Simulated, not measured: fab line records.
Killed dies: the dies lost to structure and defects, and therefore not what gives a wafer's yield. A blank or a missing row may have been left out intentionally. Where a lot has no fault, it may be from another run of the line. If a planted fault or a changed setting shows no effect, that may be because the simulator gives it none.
A struck lot beside a sound one -- flow n5-finfet -- 41 out of 1938 route steps
Sound: the wafers L354.3, L354.4, L354.5. Wafers struck: L364.2, L364.5. The cause is given at the end.
For every step that has rows: the tool of each side, followed by ch and its chambers, followed by its first start. Under that, the readings that differ: sound wafers -- struck wafers -- difference of the means -- sigmas: that difference in standard deviations of wafers without a fault.
alike: readings whose means differ by less than 2 such deviations, and words and numbers that are the same on both sides. not compared: withheld readings, readings that some wafer has no value for, bounds like >300 that may hide the same value, and numbers for which the record gives no deviation and whose values overlap.
Wherever a step has rows on one side only, a row that says differs or no value, or a row with sigmas, the two part there. Non-overlapping numbers with no deviation appear without sigmas and do not part them. A reading missing from all wafers of one side parts the sides only when that side holds two or more wafers.

first, 1 step without rows for these wafers: N5_BEOL_M12_STRIP_69 (strips in N2/H2).
N5_BEOL_M12_TRENCH_ETCH_34: etches SiOC in C4F8/O2/Ar, target depth 318.95 nm, time 125.5 s.
  sound on rie-diel-04 ch 1,2,3, day 11 20:06; struck on rie-diel-04 ch 2,3, day 14 04:50
  alike: bias-w, drypump-motor-current-A, he-inner-torr, oes-product-au, rf-vpp-V, showerhead-plenum-p-Torr, throttle-valve-pct
  not compared: rf-hours-counter-h
then, 1 step without rows for these wafers: N5_BEOL_M12_STRIP_70 (strips in C4F8/O2/Ar).
N5_BEOL_M12_OCD_MEAS_35:
  sound on ocd-02, day 11 20:16; struck on ocd-02, day 14 05:00
  alike: trench-depth-nm
N5_BEOL_M12_STRIP_37: strips in N2/H2.
  sound on plasma-asher-01 ch 0,1, day 11 20:19; struck on plasma-asher-02 ch 0,1, day 14 05:02
reading,sound,struck,difference,sigmas
heater-power-w (W),297 299 287,373 349,+67,+2
  alike: drypump-motor-current-A, oes-product-au
  not compared: rf-hours-counter-h
N5_BEOL_M12_ETCH_38: etches SiCN in CF4/N2, target depth 68.7 nm, time 73.4 s.
  sound on rie-diel-04 ch 0,1,3, day 11 22:55; struck on rie-diel-01 ch 2,3, day 14 06:53
  alike: bias-w, drypump-motor-current-A, oes-product-au, rf-vpp-V, showerhead-plenum-p-Torr, throttle-valve-pct
  not compared: rf-hours-counter-h
then, 6 steps without rows for these wafers: N5_BEOL_M12_PRECLEAN_39 (cleans in residue remover, time 60 s); N5_BEOL_M12_SRD_40 (time 30 s, dry time 30 s); N5_BEOL_M12_DEGAS_41 (time 60 s); N5_BEOL_M12_PRE_CLEAN_42 (time 30 s); N5_BEOL_M12_SPUTTER_43 (material TaN, target thk 15 nm, time 24.19 s); N5_BEOL_M12_SPUTTER_44 (material Ta, target thk 10 nm, time 16.13 s).
N5_BEOL_M12_SPUTTER_45: material Cu, target thk 80 nm, time 13.33 s.
  sound on pvd-sputter-02, day 11 23:43; struck on pvd-sputter-03, day 14 10:00
  alike: throttle-valve-pct
then, 5 steps without rows for these wafers: N5_BEOL_M12_ECD_47 (material Cu, target thk 720 nm); N5_BEOL_M12_ANNEAL_48 (time 90 s); N5_BEOL_M12_CMP_49 (polishes, stops on SiOC, t overpolish 20.6 s, target thk 320 nm); N5_BEOL_M12_PRE_CLEAN_52 (time 15 s); N5_BEOL_M12_DEP_53 (deposits SiCN from 3MS/NH3, target thk 30 nm, time 10.5 s).
N5_BEOL_M12_RS_MEAS_54: a four-point-probe measurement.
  sound on film-metro-02, day 12 01:22; struck on film-metro-01, day 14 11:00
  alike: M12_RS
then, 1 step without rows for these wafers: N5_BEOL_M13_ILD_DEP_00 (deposits SiOC from DEMS/O2, target thk 837.92 nm, time 166.4 s).
N5_BEOL_M13_THK_MEAS_01:
  sound on film-metro-01, day 12 01:34; struck on film-metro-02, day 14 11:13
  alike: M13_ILD_THK
then, 8 steps without rows for these wafers: N5_BEOL_M13_COAT_58 (time 60 s, resist thk 89 nm); N5_BEOL_M13_COAT_04 (resist thk 400 nm); N5_BEOL_M13_EBR_06; N5_BEOL_M13_SOFTBAKE_05 (time 60 s); N5_BEOL_M13_EXPOSE_07 (exposes mask V12); N5_BEOL_M13_PEB_08 (peb time 90 s); N5_BEOL_M13_DEVELOP_09 (develop time 45 s); N5_BEOL_M13_HARDBAKE_14 (time 120 s).
N5_BEOL_M13_CD_MEAS_10: the cd target is 190 nm.
  sound on cd-sem-03 ch 0, day 12 01:53; struck on cd-sem-03 ch 0, day 14 11:31
  alike: cd-nm
N5_BEOL_M13_OVL_MEAS_11:
  sound on overlay-01 ch 0, day 12 01:55; struck on overlay-02 ch 0, day 14 11:32
  alike: V12_OVL
N5_BEOL_M13_INSPECT_12: inspects for defects (macro).
  sound on defect-inspect-02, day 12 01:56; struck on defect-inspect-02, day 14 11:34
  alike: raw-defect-count
N5_BEOL_M13_DESCUM_15: chemistry O2, time 7.9 s.
  sound on rie-diel-05 ch 1,3, day 12 01:58; struck on rie-diel-02 ch 0,3, day 14 11:36
  alike: drypump-motor-current-A, oes-product-au, rf-vpp-V, showerhead-plenum-p-Torr, throttle-valve-pct
  not compared: rf-hours-counter-h
then, 1 step without rows for these wafers: N5_BEOL_M13_ETCH_59 (etches BARC in N2/H2, target depth 89 nm, overetch 26.7 nm, time 67.9 s).
N5_BEOL_M13_VIA_ETCH_16: etches SiOC in C4F8/O2/Ar, target depth 921.7 nm.
  sound on rie-diel-05 ch 1,3, day 12 02:03; struck on rie-diel-02 ch 0,3, day 14 11:41
  alike: bias-w, drypump-motor-current-A, he-inner-torr, oes-product-au, rf-vpp-V, showerhead-plenum-p-Torr, throttle-valve-pct
then, 4 steps without rows for these wafers: N5_BEOL_M13_STRIP_63 (strips in N2/H2); N5_BEOL_M13_STRIP_64 (strips in N2/H2); N5_BEOL_M13_STRIP_71 (strips in post etch residue remover, time 60 s); N5_BEOL_M13_SRD_72 (time 30 s, dry time 30 s).
N5_BEOL_M13_CD_MEAS_17: the cd target is 190 nm.
  sound on cd-sem-02, day 12 02:30; struck on cd-sem-02, day 14 12:25
  alike: cd-nm
N5_BEOL_M15_RC_MEAS_101:
  sound on prober-01 ch 0, day 12 19:34; struck on prober-01 ch 0, day 15 13:34
reading,sound,struck,difference,sigmas
SERP_M10 (ohm/um),3.10 3.30 3.15,2.92 2.99,-0.23,-2
  alike: COMB_M10, COMB_M11, COMB_M12, COMB_M13, COMB_M14, COMB_M15, COMB_M5, COMB_M6, COMB_M7, COMB_M8, COMB_M9, SERP_M11, SERP_M13, SERP_M14, SERP_M5, SERP_M6, SERP_M7, SERP_M8, SERP_M9
  not compared: SERP_M12, SERP_M12_max_site

== WHERE THEY PART ==
Earliest at N5_BEOL_M12_STRIP_37; latest, in this record, at N5_BEOL_M15_RC_MEAS_101.

WHY: what had been put in by the simulator
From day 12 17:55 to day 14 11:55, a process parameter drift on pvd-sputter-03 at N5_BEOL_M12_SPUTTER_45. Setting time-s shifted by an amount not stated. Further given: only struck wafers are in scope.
